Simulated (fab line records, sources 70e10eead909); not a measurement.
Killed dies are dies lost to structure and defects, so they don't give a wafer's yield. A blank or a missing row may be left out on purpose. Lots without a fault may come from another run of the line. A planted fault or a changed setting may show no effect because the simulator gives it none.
Chamber matching | flow nand_harc | NHARC_P_ZERO_WELL_ETCH_65 on rie_diel-13: 4 sister chambers
The step etches the open film in N2/H2, target depth 80 nm, overetch 24 nm, time 87.88 s. 8 wafers are shown with their chamber, then 7 later ones without.

WAFERS WITH THEIR CHAMBER
wafer  | chamber | showerhead_plenum_p_Torr (Torr) | drypump_motor_current_A (A)
L784.2 | 1       | 2.15                            | 5.7
L784.6 | 3       | 2.09                            | 4.7
L785.2 | 3       | 2.09                            | 4.7
L785.4 | 0       | 2.02                            | 5.7
L787.4 | 1       | 2.14                            | 5.7
L787.6 | 2       | 2.02                            | 5.8
L795.1 | 0       | 2.02                            | 5.8
L795.3 | 2       | 2.02                            | 5.9

WAFERS WITHOUT THEIR CHAMBER
wafer  | showerhead_plenum_p_Torr (Torr) | drypump_motor_current_A (A)
L795.6 | 2.14                            | 5.7
L797.1 | 2.02                            | 5.8
L797.3 | 2.09                            | 4.6
L797.6 | 2.02                            | 5.8
L798.1 | 2.09                            | 4.7
L798.2 | 2.14                            | 5.7
L798.4 | 2.02                            | 5.8

WHICH CHAMBER EACH WENT THROUGH
wafer  | from the rows above     | in truth
L795.6 | 1                       | 1
L797.1 | can't be placed: 0 or 2 | 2
L797.3 | 3                       | 3
L797.6 | can't be placed: 0 or 2 | 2
L798.1 | 3                       | 3
L798.2 | 1                       | 1
L798.4 | can't be placed: 0 or 2 | 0
Placed correctly: 4 of 7. Can't be placed from these rows: 3 (the true chamber is among the candidates in 3). Placed wrongly: 0.
How it was worked out, from the rows above alone: a wafer's distance from a chamber is the root of the sum, over the readings, of the square of ((its reading less the chamber's mean) divided by the reading's scatter). The wafer belongs to the nearest chamber; if the next one is less than 2 further off, it can't be placed. A chamber's mean is the mean of its shown wafers. The scatter: the root of (the sum of the squares of (reading less its chamber's mean) over the shown wafers, divided by (wafers less chambers)).
